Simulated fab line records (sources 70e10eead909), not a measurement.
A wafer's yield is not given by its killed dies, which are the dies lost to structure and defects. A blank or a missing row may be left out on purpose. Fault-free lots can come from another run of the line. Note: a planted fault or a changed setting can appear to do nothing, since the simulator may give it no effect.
The tool behind it: which one? :: flow nand harc :: 10 lots with 30 wafers sampled at 5 steps, on a route of 1302 steps

## WHAT THE GAUGES READ, wafer by wafer
NHARC_A_ONON_D2_THK_MEAS_24: measures by ellipsometry.
lot: L075
measured: day 12 19:26
on: film metro-01
thk nm (nm): 994 993 991

lot: L077
measured: day 14 05:43
on: film metro-01
thk nm (nm): 1010 1009 1010

lot: L079
measured: day 14 18:15
on: film metro-01
thk nm (nm): 1001 1002 1003

lot: L082
measured: day 16 02:27
on: film metro-01
thk nm (nm): 1000 1001 1000

lot: L084
measured: day 17 00:37
on: film metro-01
thk nm (nm): 985 986 982

lot: L087
measured: day 18 16:14
on: film metro-02
thk nm (nm): 994 994 994

lot: L089
measured: day 18 22:45
on: film metro-01
thk nm (nm): 1003 1000 1004

lot: L091
measured: day 19 21:41
on: film metro-02
thk nm (nm): 1024 1025 1023

lot: L093
measured: day 20 19:33
on: film metro-01
thk nm (nm): 997 997 995

lot: L095
measured: day 21 18:26
on: film metro-02
thk nm (nm): 1013 1013 1013

## WHAT TOOL EACH LOT RAN ON (gives the tool, then ch and the chambers of the sampled wafers, and finally the start)
lot: L075
NHARC_P_BONDPAD_CMP_32: cmp-04 ch 0,1, day 6 16:52
NHARC_P_BONDPAD_ETCH_37: rie diel-12 ch 0,3, day 6 17:59
NHARC_A_CHANNEL_HOLE_D1_ETCH_38: rie diel-08 ch 0,1,2, day 8 12:38
NHARC_A_CHANNEL_HOLE_D1_ETCH_16: rie diel-08 ch 0,2, day 12 19:26 or earlier

lot: L077
NHARC_P_BONDPAD_CMP_32: cmp-04 ch 2,3, day 7 17:40
NHARC_P_BONDPAD_ETCH_37: rie diel-06 ch 0,1,2, day 7 18:47
NHARC_A_CHANNEL_HOLE_D1_ETCH_38: rie diel-11 ch 0,1,2, day 9 16:25
NHARC_A_CHANNEL_HOLE_D1_ETCH_16: rie diel-11 ch 0,1,3, day 14 05:43 or earlier

lot: L079
NHARC_P_BONDPAD_CMP_32: cmp-03 ch 0,2,3, day 8 14:35
NHARC_P_BONDPAD_ETCH_37: rie diel-12 ch 0,1,2, day 8 15:40
NHARC_A_CHANNEL_HOLE_D1_ETCH_38: rie diel-11 ch 0,1,3, day 10 10:59
NHARC_A_CHANNEL_HOLE_D1_ETCH_16: rie diel-11 ch 0,2,3, day 14 18:15 or earlier

lot: L082
NHARC_P_BONDPAD_CMP_32: cmp-03 ch 0,1,3, day 10 00:22
NHARC_P_BONDPAD_ETCH_37: rie diel-09 ch 1,3, day 10 01:25
NHARC_A_CHANNEL_HOLE_D1_ETCH_38: rie diel-07 ch 1,3, day 11 21:53
NHARC_A_CHANNEL_HOLE_D1_ETCH_16: rie diel-07 ch 0,1, day 16 02:27 or earlier

lot: L084
NHARC_P_BONDPAD_CMP_32: cmp-03 ch 2,3, day 10 22:10
NHARC_P_BONDPAD_ETCH_37: rie diel-12 ch 1,2,3, day 10 23:19
NHARC_A_CHANNEL_HOLE_D1_ETCH_38: rie diel-11 ch 0,2,3, day 12 17:05
NHARC_A_CHANNEL_HOLE_D1_ETCH_16: rie diel-11 ch 1,3, day 17 00:37 or earlier

lot: L087
NHARC_P_BONDPAD_CMP_32: cmp-04 ch 1,2,3, day 11 23:12
NHARC_P_BONDPAD_ETCH_37: rie diel-12 ch 0,2,3, day 12 00:16
NHARC_A_CHANNEL_HOLE_D1_ETCH_38: rie diel-11 ch 0,2,3, day 14 03:37
NHARC_A_CHANNEL_HOLE_D1_ETCH_16: rie diel-11 ch 0,1,3, day 18 16:14 or earlier

lot: L089
NHARC_P_BONDPAD_CMP_32: cmp-03 ch 0,2,3, day 12 17:57
NHARC_P_BONDPAD_ETCH_37: rie diel-09 ch 0,2,3, day 12 19:01
NHARC_A_CHANNEL_HOLE_D1_ETCH_38: rie diel-11 ch 2,3, day 14 16:27
NHARC_A_CHANNEL_HOLE_D1_ETCH_16: rie diel-11 ch 0,1,2, day 18 22:45 or earlier

lot: L091
NHARC_P_BONDPAD_CMP_32: cmp-02 ch 0,1, day 13 20:28
NHARC_P_BONDPAD_ETCH_37: rie diel-12 ch 1,2,3, day 13 21:34
NHARC_A_CHANNEL_HOLE_D1_ETCH_38: rie diel-11 ch 2,3, day 15 16:11
NHARC_A_CHANNEL_HOLE_D1_ETCH_16: rie diel-11 ch 1,2,3, day 19 21:41 or earlier

lot: L093
NHARC_P_BONDPAD_CMP_32: cmp-02 ch 1,3, day 14 09:54
NHARC_P_BONDPAD_ETCH_37: rie diel-06 ch 1,2, day 14 10:55
NHARC_A_CHANNEL_HOLE_D1_ETCH_38: rie diel-11 ch 0,2,3, day 16 08:29
NHARC_A_CHANNEL_HOLE_D1_ETCH_16: rie diel-11 ch 0,1, day 20 19:33 or earlier

lot: L095
NHARC_P_BONDPAD_CMP_32: cmp-02 ch 2,3, day 15 05:53
NHARC_P_BONDPAD_ETCH_37: rie diel-12 ch 1,2, day 15 06:53
NHARC_A_CHANNEL_HOLE_D1_ETCH_38: rie diel-11 ch 0,2, day 17 06:02
NHARC_A_CHANNEL_HOLE_D1_ETCH_16: rie diel-11 ch 1,2,3, day 21 18:26 or earlier
- NHARC_P_BONDPAD_CMP_32: polishes SiCN, target thk 200 nm.
- NHARC_P_BONDPAD_ETCH_37: etches the open film in N2/H2, target depth 60 nm, overetch 18 nm, time 65.91 s.
- NHARC_A_CHANNEL_HOLE_D1_ETCH_38: etches the open film in CF4, target depth 39 nm, time 65 s.
- NHARC_A_CHANNEL_HOLE_D1_ETCH_16: etches the open film in O2/COS, target depth 3100 nm, time 806 s.

## THE ANSWER, worked out from the rows above alone
Rule: the lots themselves supply what counts as usual. Put in order of their means at a reading, lots are off if they are a third of the lots or fewer, leave a main group of 4 or more, and stand apart from it by a gap of 3 or more times the standard deviation of the main group's means; of several such gaps the widest counts. A main group is skipped when, at the precision printed for the reading in the tables above, its means are all equal. A lot without any number at a reading at which 4 lots or more have one is off too. Where the step has rows for the other lots, those lots are counted as sound.
No lot is off at any reading shown: from this, nothing can be told.

## WHAT THE SIMULATOR HAD INSERTED
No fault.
